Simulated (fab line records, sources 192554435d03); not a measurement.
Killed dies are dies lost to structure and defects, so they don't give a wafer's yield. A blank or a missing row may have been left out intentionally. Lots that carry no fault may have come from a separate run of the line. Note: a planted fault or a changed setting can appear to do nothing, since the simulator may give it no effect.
fab line records + flow n5-finfet
[record]
- lots = 6
- wafers = 17
- last-day = 18
route steps=1938 shown BEOL_M0_SAQP@634 BEOL_M4@1111 PASSIVATION@1936
lots that met no fault: taken from a fault-free run of the same line
start-h: the number of hours between the record's first day and the start of the first shown wafer of the lot + wait-h: hours from the lot's prior step to this one + " unchanged from the row above + L1.1+2: one row covering several wafers at once + - either no value or no given start + * or withheld: withheld + < > ~ a bound
route shown NAME@n: NAME is a module with steps in the file, n the number in the route of the first one + usual: mean and standard deviation over wafers with no fault + same: alike in all rows + chamber/n: place in a boat + sites: the reading at each site + _std_site: how widely they spread, as a standard deviation + _edge_site: outer sites' mean less inner sites' + radius-mm: how far each site lies from the wafer's centre + mask NAME#n: copy n + behind: the tool/chamber that last shaped the wafer + hold: reason for holding the lot/hours on hold/outcome of the hold + device: whichever transistor did not switch (one of n, p or np) + end of line: tests of these same wafers at the route's end + where a step has no rows: the recipe by itself + killed: not the wafer's yield, but the dies lost to structure and defects at the first sort + map: per-die view of a wafer (x killed, . not killed, _ where there is no die)
set.NAME: the setting as run; set.NAME@STEP: as run at that earlier step + model.NAME: the simulator's own value behind a step, which no gauge read
lots at some steps of the route; a table a step, a row a wafer
services: when a tool's chamber went out of use (start-h, in hours from the record's first day, below 0 if earlier), for how many hours, and the reason
[[steps]]
[step N5_BEOL_M0_SAQP_HM_DEP_02]
[recipe]
- material = TiN
- target-thk-a = 120
- temp-c = 25
- chamber-pressure-pa = 0.49996
[usual]
- chamber-pressure-pa = 0.4999/0.00098
- throttle-valve-pct = 30.1/0.85
| lot.wafer | tool           | chamber | start-h | wait-h | chamber-pressure-pa | throttle-valve-pct |
|-----------|----------------|---------|---------|--------|---------------------|--------------------|
| L957.3    | pvd-sputter-01 | -       | 130.79  | 0.7    | 0.4993              | 30.9               |
| L957.5    | "              | -       | "       | "      | 0.4982              | 30.6               |
| L957.6    | "              | -       | "       | "      | 0.5003              | 30.9               |
| L958.2    | pvd-sputter-01 | -       | 147.16  | 4.9    | 0.4993              | 30.7               |
| L958.3    | "              | -       | "       | "      | 0.5002              | 30.4               |
| L958.4    | "              | -       | "       | "      | 0.4993              | 30.3               |
| L959.1    | pvd-sputter-01 | -       | 147.66  | 2.1    | 0.5017              | 30.4               |
| L959.3    | "              | -       | "       | "      | 0.4987              | 30.4               |
| L971.2    | pvd-sputter-02 | -       | 214.00  | 0.8    | 0.5006              | 30.9               |
| L971.3    | "              | -       | "       | "      | 0.5007              | 29.9               |
| L971.6    | "              | -       | "       | "      | 0.4975              | 31.0               |
| L973.2    | pvd-sputter-02 | -       | 237.04  | 0.8    | 0.5013              | 30.8               |
| L973.3    | "              | -       | "       | "      | 0.4993              | 29.9               |
| L973.6    | "              | -       | "       | "      | 0.4996              | 30.1               |
| L976.1    | pvd-sputter-01 | -       | 247.17  | 1.4    | 0.5019              | 30.2               |
| L976.4    | "              | -       | "       | "      | 0.4990              | 31.1               |
| L976.6    | "              | -       | "       | "      | 0.5006              | 30.8               |
[step N5_BEOL_M0_SAQP_PECVD_03]
[recipe]
- material = SiCN
- target-thk-a = 120
- temp-c = withheld
- precursor = 3MS/NH3
- pressure-torr = 3
- rf-w = 202
- time-s = 21.1
[usual]
- showerhead-plenum-p-Torr = 3.659/0.0099
- throttle-valve-pct = 9.3/0.58
| lot.wafer | tool     | chamber | start-h | wait-h | showerhead-plenum-p-Torr | throttle-valve-pct |
|-----------|----------|---------|---------|--------|--------------------------|--------------------|
| L957.3    | pecvd-01 | 0       | 130.91  | 0.1    | 3.644                    | 10.3               |
| L957.5    | "        | 1       | "       | "      | 3.661                    | 10.3               |
| L957.6    | "        | 0       | "       | "      | 3.653                    | 10.4               |
| L958.2    | pecvd-02 | 1       | 147.28  | 0.1    | 3.658                    | 9.1                |
| L958.3    | "        | 2       | "       | "      | 3.663                    | 9.3                |
| L958.4    | "        | 1       | "       | "      | 3.668                    | 9.2                |
| L959.1    | pecvd-02 | 2       | 147.79  | 0.1    | 3.672                    | 9.2                |
| L959.3    | "        | 0       | "       | "      | 3.647                    | 9.2                |
| L971.2    | pecvd-01 | 1       | 214.12  | 0.1    | 3.670                    | 10.0               |
| L971.3    | "        | 2       | "       | "      | 3.674                    | 8.5                |
| L971.6    | "        | 2       | "       | "      | 3.663                    | 8.4                |
| L973.2    | pecvd-03 | 0       | 237.16  | 0.1    | 3.648                    | 9.7                |
| L973.3    | "        | 2       | "       | "      | 3.673                    | 9.0                |
| L973.6    | "        | 0       | "       | "      | 3.659                    | 9.5                |
| L976.1    | pecvd-03 | 1       | 247.29  | 0.1    | 3.659                    | 9.8                |
| L976.4    | "        | 0       | "       | "      | 3.646                    | 9.3                |
| L976.6    | "        | 2       | "       | "      | 3.659                    | 8.8                |
[step N5_BEOL_M0_SAQP_PECVD_96]
[recipe]
- material = a-Si
- target-thk-a = 450
- temp-c = 350
- precursor = SiH4/He
- pressure-torr = 3
- rf-w = 100
- time-s = 45.2
[step N5_BEOL_M0_SAQP_PECVD_97]
[recipe]
- material = SiNx
- target-thk-a = 230
- temp-c = 350
- precursor = SiH4/NH3/N2
- pressure-torr = 1.5
- rf-w = 300
- time-s = 19.9
[usual]
- heater-power-w = 572/78
- showerhead-plenum-p-Torr = 5.11/0.045
- throttle-valve-pct = 41.0/2.5
| lot.wafer | tool     | chamber | start-h | wait-h | heater-power-w | showerhead-plenum-p-Torr | throttle-valve-pct |
|-----------|----------|---------|---------|--------|----------------|--------------------------|--------------------|
| L957.3    | pecvd-01 | 0       | 130.99  | 0.0    | 541            | 5.06                     | 45.8               |
| L957.5    | "        | 1       | "       | "      | 550            | 5.13                     | 44.4               |
| L957.6    | "        | 0       | "       | "      | 532            | 5.04                     | 45.7               |
| L958.2    | pecvd-02 | 1       | 147.36  | 0.0    | 459            | 5.14                     | 40.1               |
| L958.3    | "        | 2       | "       | "      | 576            | 5.19                     | 40.5               |
| L958.4    | "        | 1       | "       | "      | 475            | 5.14                     | 39.5               |
| L959.1    | pecvd-02 | 2       | 147.87  | 0.0    | 659            | 5.20                     | 40.2               |
| L959.3    | "        | 0       | "       | "      | 442            | 5.06                     | 39.0               |
| L971.2    | pecvd-01 | 1       | 214.20  | 0.0    | 587            | 5.14                     | 44.5               |
| L971.3    | "        | 2       | "       | "      | 511            | 5.12                     | 37.3               |
| L971.6    | "        | 2       | "       | "      | 516            | 5.11                     | 37.5               |
| L973.2    | pecvd-03 | 0       | 237.23  | 0.0    | 652            | 5.04                     | 42.1               |
| L973.3    | "        | 2       | "       | "      | 523            | 5.13                     | 38.8               |
| L973.6    | "        | 0       | "       | "      | 665            | 5.05                     | 41.9               |
| L976.1    | pecvd-03 | 1       | 247.37  | 0.0    | 658            | 5.11                     | 43.8               |
| L976.4    | "        | 0       | "       | "      | 621            | 5.05                     | 42.0               |
| L976.6    | "        | 2       | "       | "      | 538            | 5.14                     | 38.9               |
[step N5_BEOL_M0_SAQP_PECVD_04]
[recipe]
- material = a-Si
- target-thk-a = 600
- temp-c = 350
- precursor = SiH4/He
- pressure-torr = 3
- rf-w = 100
- time-s = 60.2
[usual]
- heater-power-w = 647/77
- showerhead-plenum-p-Torr = 5.64/0.035
- throttle-valve-pct = 18.7/1.1
| lot.wafer | tool     | chamber | start-h | wait-h | heater-power-w | showerhead-plenum-p-Torr | throttle-valve-pct |
|-----------|----------|---------|---------|--------|----------------|--------------------------|--------------------|
| L957.3    | pecvd-01 | 0       | 131.03  | 0.0    | 718            | 5.59                     | 20.7               |
| L957.5    | "        | 1       | "       | "      | 651            | 5.67                     | 20.2               |
| L957.6    | "        | 0       | "       | "      | 714            | 5.60                     | 20.7               |
| L958.2    | pecvd-02 | 1       | 147.40  | 0.0    | 619            | 5.69                     | 18.1               |
| L958.3    | "        | 2       | "       | "      | 660            | 5.71                     | 18.5               |
| L958.4    | "        | 1       | "       | "      | 608            | 5.67                     | 18.6               |
| L959.1    | pecvd-02 | 2       | 147.91  | 0.0    | 720            | 5.71                     | 18.4               |
| L959.3    | "        | 0       | "       | "      | 506            | 5.60                     | 18.0               |
| L971.2    | pecvd-01 | 1       | 214.24  | 0.0    | 646            | 5.67                     | 20.3               |
| L971.3    | "        | 2       | "       | "      | 552            | 5.65                     | 16.9               |
| L971.6    | "        | 2       | "       | "      | 557            | 5.64                     | 16.8               |
| L973.2    | pecvd-03 | 0       | 237.27  | 0.0    | 752            | 5.59                     | 19.3               |
| L973.3    | "        | 2       | "       | "      | 601            | 5.66                     | 17.7               |
| L973.6    | "        | 0       | "       | "      | 662            | 5.59                     | 19.2               |
| L976.1    | pecvd-03 | 1       | 247.41  | 0.0    | 740            | 5.65                     | 20.0               |
| L976.4    | "        | 0       | "       | "      | 682            | 5.60                     | 19.2               |
| L976.6    | "        | 2       | "       | "      | 595            | 5.67                     | 17.7               |
[step N5_BEOL_M0_SAQP_THK_MEAS_05]
[usual]
- thk-nm = 59.9/0.69
| lot.wafer | tool          | chamber | start-h | wait-h | thk-nm |
|-----------|---------------|---------|---------|--------|--------|
| L957.3    | film-metro-01 | -       | 131.13  | 0.1    | 59.4   |
| L957.5    | "             | -       | "       | "      | 60.0   |
| L957.6    | "             | -       | "       | "      | 60.3   |
| L958.2    | film-metro-01 | -       | 147.49  | 0.1    | 60.1   |
| L958.3    | "             | -       | "       | "      | 59.1   |
| L958.4    | "             | -       | "       | "      | 60.9   |
| L959.1    | film-metro-01 | -       | 148.00  | 0.1    | 59.7   |
| L959.3    | "             | -       | "       | "      | 60.3   |
| L971.2    | film-metro-02 | -       | 214.33  | 0.1    | 60.5   |
| L971.3    | "             | -       | "       | "      | 59.2   |
| L971.6    | "             | -       | "       | "      | 59.7   |
| L973.2    | film-metro-02 | -       | 237.37  | 0.1    | 59.0   |
| L973.3    | "             | -       | "       | "      | 59.0   |
| L973.6    | "             | -       | "       | "      | 59.8   |
| L976.1    | film-metro-02 | -       | 247.50  | 0.1    | 60.2   |
| L976.4    | "             | -       | "       | "      | 61.1   |
| L976.6    | "             | -       | "       | "      | 60.1   |
[step N5_BEOL_M0_SAQP_HM_DEP_111]
[recipe]
- material = SiO2
- target-thk-a = 120
- temp-c = 400
- precursor = SiH4/N2O
- pressure-torr = 0.75
- rf-w = 275
- time-s = 7.2
[usual]
- heater-power-w = 804/92
- showerhead-plenum-p-Torr = 8.08/0.089
| lot.wafer | tool     | chamber | start-h | wait-h | heater-power-w | showerhead-plenum-p-Torr |
|-----------|----------|---------|---------|--------|----------------|--------------------------|
| L957.3    | pecvd-03 | 2       | 131.16  | 0.0    | 802            | 8.15                     |
| L957.5    | "        | 2       | "       | "      | 789            | 8.14                     |
| L957.6    | "        | 1       | "       | "      | 936            | 8.08                     |
| L958.2    | pecvd-03 | 2       | 147.53  | 0.0    | 736            | 8.12                     |
| L958.3    | "        | 1       | "       | "      | 967            | 8.11                     |
| L958.4    | "        | 1       | "       | "      | 975            | 8.11                     |
| L959.1    | pecvd-01 | 2       | 148.04  | 0.0    | 677            | 8.08                     |
| L959.3    | "        | 0       | "       | "      | 779            | 7.96                     |
| L971.2    | pecvd-03 | 2       | 214.37  | 0.0    | 780            | 8.13                     |
| L971.3    | "        | 1       | "       | "      | 861            | 8.12                     |
| L971.6    | "        | 0       | "       | "      | 924            | 7.97                     |
| L973.2    | pecvd-02 | 2       | 237.40  | 0.0    | 956            | 8.23                     |
| L973.3    | "        | 1       | "       | "      | 702            | 8.18                     |
| L973.6    | "        | 1       | "       | "      | 709            | 8.16                     |
| L976.1    | pecvd-01 | 1       | 247.54  | 0.0    | 808            | 8.13                     |
| L976.4    | "        | 1       | "       | "      | 805            | 8.12                     |
| L976.6    | "        | 0       | "       | "      | 895            | 7.94                     |
[step N5_BEOL_M0_SAQP_COAT_81]
[recipe]
- resist = SOC
- temp-c = 250
- time-s = 60
- spin-rpm = 1500
- resist-thk-nm = 100
[step N5_BEOL_M0_SAQP_COAT_82]
[recipe]
- resist = SiARC
- temp-c = 220
- time-s = 60
- spin-rpm = 1500
- resist-thk-nm = 30
[step N5_BEOL_M0_SAQP_COAT_08]
[recipe]
- resist = CAR-ArF
- spin-rpm = 1500
- resist-thk-nm = 90
[step N5_BEOL_M0_SAQP_EBR_10]
[recipe]
- solvent = PGMEA
- ebr-width-mm = 1.5
[step N5_BEOL_M0_SAQP_SOFTBAKE_09]
[recipe]
- temp-c = 110
- time-s = 60
- resist = CAR-ArF
[step N5_BEOL_M0_SAQP_EXPOSE_11]
[recipe]
- mask-id = M0_CORE
- na = 1.35
- source-shape = dipole
- sigma-inner = 0.538
- sigma-outer = 0.738
- polarization = te
- target-cd-nm = 42
- dose-mj = 55
[usual]
- stage-vel-mm-s = 500.02/0.27
| lot.wafer | tool            | chamber | start-h | wait-h | mask      | stage-vel-mm-s |
|-----------|-----------------|---------|---------|--------|-----------|----------------|
| L957.3    | arfi-scanner-02 | 0       | 131.37  | -      | M0_CORE#0 | 500.45         |
| L957.5    | "               | 0       | "       | "      | M0_CORE#0 | 500.06         |
| L957.6    | "               | 0       | "       | "      | M0_CORE#0 | 500.03         |
| L958.2    | arfi-scanner-03 | 0       | 147.86  | -      | M0_CORE#0 | 499.84         |
| L958.3    | "               | 0       | "       | "      | M0_CORE#0 | 499.84         |
| L958.4    | "               | 0       | "       | "      | M0_CORE#0 | 499.95         |
| L959.1    | arfi-scanner-03 | 0       | 148.24  | -      | M0_CORE#0 | 500.36         |
| L959.3    | "               | 0       | "       | "      | M0_CORE#0 | 500.09         |
| L971.2    | arfi-scanner-03 | 0       | 214.70  | -      | M0_CORE#0 | 499.69         |
| L971.3    | "               | 0       | "       | "      | M0_CORE#0 | 500.12         |
| L971.6    | "               | 0       | "       | "      | M0_CORE#0 | 499.99         |
| L973.2    | arfi-scanner-03 | 0       | 237.75  | -      | M0_CORE#0 | 499.90         |
| L973.3    | "               | 0       | "       | "      | M0_CORE#0 | 500.32         |
| L973.6    | "               | 0       | "       | "      | M0_CORE#0 | 500.16         |
| L976.1    | arfi-scanner-01 | 0       | 247.73  | -      | M0_CORE#0 | 500.18         |
| L976.4    | "               | 0       | "       | "      | M0_CORE#0 | 500.24         |
| L976.6    | "               | 0       | "       | "      | M0_CORE#0 | 499.77         |
[step N5_BEOL_M0_SAQP_PEB_12]
[recipe]
- peb-temp-c = withheld
- peb-time-s = 60
- resist = CAR-ArF
[step N5_BEOL_M0_SAQP_DEVELOP_13]
[recipe]
- develop-time-s = 30
- developer = TMAH
- resist = CAR-ArF
- dev-temp-c = 23
- rinse-liquid = diw
- dry = air-spin
[step N5_BEOL_M0_SAQP_CD_MEAS_14]
[recipe]
- target-cd-nm = 42.5
- landing-energy-ev = 500
- detector = se-inlens
[usual]
- cd-nm = 42.5/0.42
| lot.wafer | tool      | chamber | start-h | wait-h | cd-nm |
|-----------|-----------|---------|---------|--------|-------|
| L957.3    | cd-sem-03 | 0       | 131.48  | -      | 42.3  |
| L957.5    | "         | 0       | "       | "      | 43.3  |
| L957.6    | "         | 0       | "       | "      | 42.5  |
| L958.2    | cd-sem-01 | 0       | 147.98  | -      | 42.6  |
| L958.3    | "         | 0       | "       | "      | 41.9  |
| L958.4    | "         | 0       | "       | "      | 42.9  |
| L959.1    | cd-sem-02 | 0       | 148.36  | -      | 42.7  |
| L959.3    | "         | 0       | "       | "      | 42.5  |
| L971.2    | cd-sem-03 | 0       | 214.82  | -      | 41.7  |
| L971.3    | "         | 0       | "       | "      | 42.4  |
| L971.6    | "         | 0       | "       | "      | 38.9  |
| L973.2    | cd-sem-03 | 0       | 237.88  | -      | 42.0  |
| L973.3    | "         | 0       | "       | "      | 43.2  |
| L973.6    | "         | 0       | "       | "      | 39.6  |
| L976.1    | cd-sem-03 | 0       | 247.86  | -      | 42.1  |
| L976.4    | "         | 0       | "       | "      | 42.2  |
| L976.6    | "         | 0       | "       | "      | 42.1  |
[step N5_BEOL_M0_SAQP_OVL_MEAS_15]
[recipe]
- points-per-wafer = 44
[usual]
- M0_CORE_OVL = 0.0/0.66
| lot.wafer | tool       | chamber | start-h | wait-h | M0_CORE_OVL[nm] |
|-----------|------------|---------|---------|--------|-----------------|
| L957.3    | overlay-02 | 0       | 131.52  | 0.0    | -0.6            |
| L957.5    | "          | 0       | "       | "      | -0.6            |
| L957.6    | "          | 0       | "       | "      | -1.1            |
| L958.2    | overlay-02 | 0       | 148.02  | 0.0    | 0.6             |
| L958.3    | "          | 0       | "       | "      | 0.3             |
| L958.4    | "          | 0       | "       | "      | 0.9             |
| L959.1    | overlay-01 | 0       | 148.39  | 0.0    | 0.8             |
| L959.3    | "          | 0       | "       | "      | 1.8             |
| L971.2    | overlay-02 | 0       | 214.85  | 0.0    | -0.4            |
| L971.3    | "          | 0       | "       | "      | -0.3            |
| L971.6    | "          | 0       | "       | "      | -0.7            |
| L973.2    | overlay-01 | 0       | 237.90  | 0.0    | 0.5             |
| L973.3    | "          | 0       | "       | "      | 0.3             |
| L973.6    | "          | 0       | "       | "      | -0.6            |
| L976.1    | overlay-01 | 0       | 247.89  | 0.0    | -0.3            |
| L976.4    | "          | 0       | "       | "      | 0.2             |
| L976.6    | "          | 0       | "       | "      | -0.1            |
[step N5_BEOL_M4_RC_MEAS_101]
[usual]
- DIBL_N = 36.7/2.6
- DIBL_P = 36.9/2.8
- IOFF_N = 0.17/0.043
- IOFF_P = 0.22/0.05
- ION_N = 678/15
- ION_P = 465/9.2
- SS_N = 71.6/0.79
- SS_P = 73.5/0.82
- VT_N = 250/3.9
- VT_P = -250/3.7
| lot.wafer | tool      | chamber | start-h | wait-h | DIBL_N[mV/V] | DIBL_P[mV/V] | IOFF_N[nA/um] | IOFF_P[nA/um] | ION_N[uA/um] | ION_P[uA/um] | SS_N[mV/dec] | SS_P[mV/dec] | VT_N[mV] | VT_P[mV] |
|-----------|-----------|---------|---------|--------|--------------|--------------|---------------|---------------|--------------|--------------|--------------|--------------|----------|----------|
| L957.3    | prober-01 | 0       | 197.75  | 0.3    | 36.7         | 35.3         | 0.16          | 0.18          | 667          | 451          | 72.4         | 73.2         | 251      | -253     |
| L957.5    | "         | 0       | "       | "      | 40.1         | 39.2         | 0.23          | 0.23          | 686          | 461          | 73.2         | 74.4         | 246      | -252     |
| L957.6    | "         | 0       | "       | "      | 38.6         | 39.1         | 0.21          | 0.24          | 708          | 473          | 72.6         | 73.9         | 244      | -248     |
| L959.1    | prober-02 | 0       | 213.83  | 0.0    | 36.0         | 35.8         | 0.15          | 0.26          | 680          | 477          | 71.3         | 73.2         | 250      | -245     |
| L959.3    | "         | 0       | "       | "      | 38.1         | 37.9         | 0.18          | 0.29          | 709          | 493          | 72.8         | 73.0         | 250      | -242     |
| L958.2    | prober-02 | 0       | 222.51  | 0.2    | 33.7         | 34.1         | 0.11          | 0.17          | 662          | 461          | 71.0         | 73.3         | 254      | -252     |
| L958.3    | "         | 0       | "       | "      | 37.2         | 36.5         | 0.17          | 0.21          | 672          | 463          | 72.6         | 73.8         | 255      | -250     |
| L958.4    | "         | 0       | "       | "      | 35.5         | 35.9         | 0.15          | 0.21          | 695          | 482          | 71.2         | 73.3         | 249      | -246     |
| L971.2    | prober-01 | 0       | 292.25  | 0.2    | 37.1         | 37.0         | 0.18          | 0.23          | 687          | 460          | 72.3         | 73.4         | 249      | -247     |
| L971.3    | "         | 0       | "       | "      | 33.1         | 33.7         | 0.13          | 0.19          | 685          | 474          | 70.9         | 72.8         | 247      | -250     |
| L971.6    | "         | 0       | "       | "      | 33.6         | 34.6         | 0.13          | 0.20          | 674          | 473          | 71.3         | 72.9         | 250      | -250     |
| L976.1    | prober-02 | 0       | 309.58  | 0.0    | 40.2         | 41.8         | 0.21          | 0.26          | 690          | 467          | 72.0         | 73.5         | 248      | -249     |
| L976.4    | "         | 0       | "       | "      | 38.7         | 40.5         | 0.17          | 0.25          | 680          | 474          | 72.8         | 73.3         | 253      | -251     |
| L976.6    | "         | 0       | "       | "      | 37.8         | 39.3         | 0.15          | 0.24          | 662          | 467          | 71.0         | 74.0         | 254      | -251     |
| L973.2    | prober-02 | 0       | 312.84  | 0.2    | 40.6         | 39.8         | 0.25          | 0.30          | 707          | 477          | 72.6         | 75.2         | 244      | -245     |
| L973.3    | "         | 0       | "       | "      | 40.1         | 38.9         | 0.24          | 0.28          | 723          | 480          | 71.9         | 75.0         | 242      | -246     |
| L973.6    | "         | 0       | "       | "      | 34.5         | 32.6         | 0.12          | 0.17          | 652          | 454          | 69.9         | 72.5         | 252      | -253     |
[step N5_PASSIVATION_PROBE_49]
[usual]
- defect-limited-yield = 91.0/1.4
- killed_at_M0_to_M3 = 36/9.6
- killed_at_M4_up = 14/6.1
- killed-at-contacts = 13/6.6
- killed-at-front-end = 40/11
- killed-at-other = 3.2/2.9
- killed-dies = 106/17
- killed-open = 71/12
- killed-short = 33/7.3
- sort_bin_5_function = 5.3/1
- sort_bin_6_memory = 3.4/0.68
- sort-n-pass = 1073/19
- sort-yield-pct = 91.0/1.6
[same]
- gross-dies = 1180
- killed-at-back-side = 0
- sort_bin_4_leakage[%] = 0
- sort_bin_8_speed[%] = 0
| lot.wafer | tool      | chamber | start-h | wait-h | defect-limited-yield[%] | killed_at_M0_to_M3 | killed_at_M4_up | killed-at-contacts | killed-at-front-end | killed-at-other | killed-dies | killed-open | killed-short | sort_bin_5_function[%] | sort_bin_6_memory[%] | sort-n-pass | sort-yield-pct[%] |
|-----------|-----------|---------|---------|--------|-------------------------|--------------------|-----------------|--------------------|---------------------|-----------------|-------------|-------------|--------------|------------------------|----------------------|-------------|-------------------|
| L957.3    | prober-02 | -       | 302.90  | 0.1    | 90.7                    | 26                 | 6               | 16                 | 57                  | 5               | 110         | 76          | 32           | 5.7                    | 3.4                  | 1070        | 90.7              |
| L957.5    | prober-02 | -       | 303.00  | 0.2    | 93.5                    | 24                 | 9               | 6                  | 36                  | 2               | 77          | 58          | 17           | 3.4                    | 3.1                  | 1103        | 93.5              |
| L957.6    | prober-02 | -       | 303.05  | 0.3    | 90.6                    | 37                 | 18              | 4                  | 49                  | 3               | 111         | 73          | 37           | 5.8                    | 3.3                  | 1069        | 90.6              |
| L958.2    | prober-01 | -       | 327.24  | 0.1    | 90.3                    | 42                 | 26              | 14                 | 32                  | 0               | 114         | 81          | 26           | 6.1                    | 3.6                  | 1066        | 90.3              |
| L958.3    | prober-01 | -       | 327.29  | 0.1    | 89.6                    | 44                 | 22              | 12                 | 44                  | 1               | 123         | 90          | 33           | 6.5                    | 3.6                  | 1057        | 89.6              |
| L958.4    | prober-01 | -       | 327.34  | 0.2    | 92.1                    | 37                 | 18              | 12                 | 23                  | 3               | 93          | 55          | 36           | 4.4                    | 2.8                  | 1087        | 92.1              |
| L971.2    | prober-02 | -       | 391.47  | 0.1    | 92.8                    | 33                 | 8               | 14                 | 26                  | 4               | 85          | 63          | 21           | 4.2                    | 2.8                  | 1095        | 92.8              |
| L971.3    | prober-02 | -       | 391.52  | 0.1    | 91.0                    | 40                 | 15              | 10                 | 40                  | 1               | 106         | 73          | 32           | 4.7                    | 3.6                  | 1074        | 91.0              |
| L971.6    | prober-02 | -       | 391.67  | 0.3    | 90.8                    | 38                 | 9               | 17                 | 44                  | 1               | 109         | 71          | 32           | 5.9                    | 3.1                  | 1071        | 90.8              |
| L973.2    | prober-02 | -       | 426.20  | 0.1    | 92.3                    | 26                 | 16              | 13                 | 33                  | 3               | 91          | 54          | 37           | 5.4                    | 2.1                  | 1089        | 92.3              |
| L973.3    | prober-02 | -       | 426.25  | 0.1    | 92.3                    | 25                 | 17              | 18                 | 27                  | 4               | 91          | 61          | 30           | 4.6                    | 2.9                  | 1089        | 92.3              |
| L973.6    | prober-02 | -       | 426.40  | 0.3    | 92.5                    | 20                 | 5               | 24                 | 37                  | 2               | 88          | 64          | 24           | 4.8                    | 2.1                  | 1092        | 92.5              |
// killed by level:class
L957.3 FIN_SAQP:geometric-particle:open=16 MOL_CONTACT_COAG:geometric-particle:open=12 BEOL_M3:geometric-particle:open=12 FIN_SAQP:geometric-particle:short=11 STI_FIN_REVEAL:geometric-particle:open=11 MOL_CONTACT_COAG:geometric-particle:short=4 BEOL_M0_SAQP:geometric-particle:open=4 STARTING-WAFER:geometric-particle:open=4
L957.5 FIN_SAQP:geometric-particle:open=12 BEOL_M2:geometric-particle:open=11 STI_FIN_REVEAL:geometric-particle:open=10 BEOL_M3:geometric-particle:open=5 FIN_SAQP:geometric-particle:short=4 MOL_CONTACT_COAG:geometric-particle:open=4 BEOL_M4:geometric-particle:open=4 BEOL_M0_SAQP:geometric-particle:short=3
L957.6 FIN_SAQP:geometric-particle:open=13 STI_FIN_REVEAL:geometric-particle:open=10 BEOL_M0_SAQP:geometric-particle:short=9 BEOL_M2:geometric-particle:open=8 BEOL_M1:geometric-particle:open=6 DUMMY_GATE:geometric-particle:open=6 BEOL_M0_SAQP:geometric-particle:open=6 BEOL_M4:geometric-particle:open=6
L958.2 MOL_CONTACT_COAG:geometric-particle:open=11 BEOL_M0_SAQP:geometric-particle:open=11 BEOL_M1:geometric-particle:open=11 BEOL_M5:geometric-particle:open=8 STI_FIN_REVEAL:geometric-particle:open=7 BEOL_M2:geometric-particle:open=6 BEOL_M3:geometric-particle:open=6 FIN_SAQP:geometric-particle:open=5
L958.3 BEOL_M4:geometric-particle:open=11 BEOL_M0_SAQP:geometric-particle:open=11 FIN_SAQP:geometric-particle:open=10 FIN_SAQP:geometric-particle:short=10 MOL_CONTACT_COAG:geometric-particle:open=10 BEOL_M2:geometric-particle:open=9 STI_FIN_REVEAL:geometric-particle:open=6 BEOL_M1:geometric-particle:open=6
L958.4 BEOL_M1:geometric-particle:open=12 MOL_CONTACT_COAG:geometric-particle:open=9 BEOL_M4:geometric-particle:open=6 BEOL_M3:geometric-particle:open=5 BEOL_M0_SAQP:geometric-particle:short=5 BEOL_M0_SAQP:geometric-particle:open=5 STI_FIN_REVEAL:geometric-particle:open=4 BEOL_M2:geometric-particle:open=4
L971.2 MOL_CONTACT_COAG:geometric-particle:open=14 STI_FIN_REVEAL:geometric-particle:open=7 BEOL_M3:geometric-particle:open=7 BEOL_M1:geometric-particle:open=7 FIN_SAQP:geometric-particle:short=5 BEOL_M2:geometric-particle:open=5 DUMMY_GATE:geometric-particle:open=4 BEOL_M0_SAQP:geometric-particle:open=3
L971.3 MOL_CONTACT_COAG:geometric-particle:open=9 BEOL_M3:geometric-particle:open=9 FIN_SAQP:geometric-particle:short=7 BEOL_M0_SAQP:geometric-particle:short=7 BEOL_M2:geometric-particle:open=7 FIN_SAQP:geometric-particle:open=6 BEOL_M4:geometric-particle:open=6 BEOL_M0:geometric-particle:open=6
L971.6 MOL_CONTACT_COAG:geometric-particle:open=11 BEOL_M3:geometric-particle:open=11 STI_FIN_REVEAL:geometric-particle:open=9 MOL_CONTACT_COAG:geometric-particle:short=6 STI_FIN_REVEAL:geometric-particle:short=5 DUMMY_GATE:geometric-particle:open=5 BEOL_M0_SAQP:geometric-particle:open=5 BEOL_M2:geometric-particle:open=5
L973.2 MOL_CONTACT_COAG:geometric-particle:open=12 GATE_CUT:geometric-particle:short=9 BEOL_M0_SAQP:geometric-particle:open=9 BEOL_M4:geometric-particle:open=7 ILD0:geometric-particle:short=5 BEOL_M0_SAQP:geometric-particle:short=5 BEOL_M2:geometric-particle:short=5 STARTING-WAFER:geometric-particle:short=4
L973.3 MOL_CONTACT_COAG:geometric-particle:open=14 BEOL_M3:geometric-particle:open=8 BEOL_M0_SAQP:geometric-particle:short=7 BEOL_M5:geometric-particle:open=6 FIN_SAQP:geometric-particle:open=5 BEOL_M2:geometric-particle:open=5 GATE_CUT:geometric-particle:short=4 MOL_CONTACT_COAG:geometric-particle:short=4
L973.6 MOL_CONTACT_COAG:geometric-particle:open=19 STI_FIN_REVEAL:geometric-particle:open=8 SPACER0:geometric-particle:short=5 SPACER0:geometric-particle:open=5 MOL_CONTACT_COAG:geometric-particle:short=5 DUMMY_GATE:geometric-particle:open=4 BEOL_M0:geometric-particle:short=4 STARTING-WAFER:geometric-particle:open=4
[[services]]
| tool            | chamber | start-h | hours | kind           |
|-----------------|---------|---------|-------|----------------|
| pecvd-02        | 1       | 110.01  | 3.6   | repair         |
| pecvd-02        | 2       | 113.79  | 5.5   | scheduled-down |
| pvd-sputter-01  | -       | 118.61  | 0.7   | repair         |
| arfi-scanner-02 | -       | 127.54  | 1.0   | pm             |
| pecvd-02        | -       | 130.82  | 1.2   | repair         |
| arfi-scanner-02 | -       | 133.15  | 1.0   | pm             |
| pecvd-02        | -       | 141.10  | 1.4   | repair         |
| arfi-scanner-03 | -       | 141.86  | 0.5   | repair         |
| pvd-sputter-02  | -       | 144.92  | 10.0  | repair         |
| arfi-scanner-01 | -       | 145.69  | 0.8   | pm             |
| arfi-scanner-03 | -       | 149.30  | 1.3   | pm             |
| arfi-scanner-03 | -       | 160.47  | 1.8   | repair         |
| pecvd-03        | 2       | 172.74  | 5.0   | scheduled-down |
| arfi-scanner-03 | -       | 180.62  | 1.0   | pm             |
| arfi-scanner-01 | -       | 194.93  | 0.5   | repair         |
| arfi-scanner-01 | -       | 196.18  | 1.0   | pm             |
| arfi-scanner-01 | -       | 199.36  | 1.1   | repair         |
| pecvd-02        | 2       | 202.38  | -     | clean          |
| arfi-scanner-02 | -       | 203.41  | 1.3   | pm             |
| arfi-scanner-03 | -       | 218.21  | 0.8   | pm             |
| arfi-scanner-01 | -       | 221.00  | 1.3   | pm             |
| arfi-scanner-03 | -       | 227.27  | 3.9   | pm             |
| pecvd-03        | -       | 227.89  | 0.2   | repair         |
| arfi-scanner-03 | -       | 233.87  | 1.0   | pm             |
[[key]]
[first-sign]
- step = N5_BEOL_M0_SAQP_CD_MEAS_14
- reading = cd-nm
- direction = down
- sigmas = 7.9
- usual = 42.5
- struck = 39.3
effect none on later readings
met-at N5_BEOL_M0_SAQP_EXPOSE_11
struck-wafers L971.6,L973.6
onset-between 148.24 214.70
[fault]
- kind = process-parameter-drift
- tool = arfi-scanner-03
- chamber = -
- onset-h = 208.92
- steps = N5_BEOL_M0_SAQP_EXPOSE_11
- channel = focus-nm
- offset = 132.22
- shape = step
- end-h = 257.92
- scope = struck-wafers-only
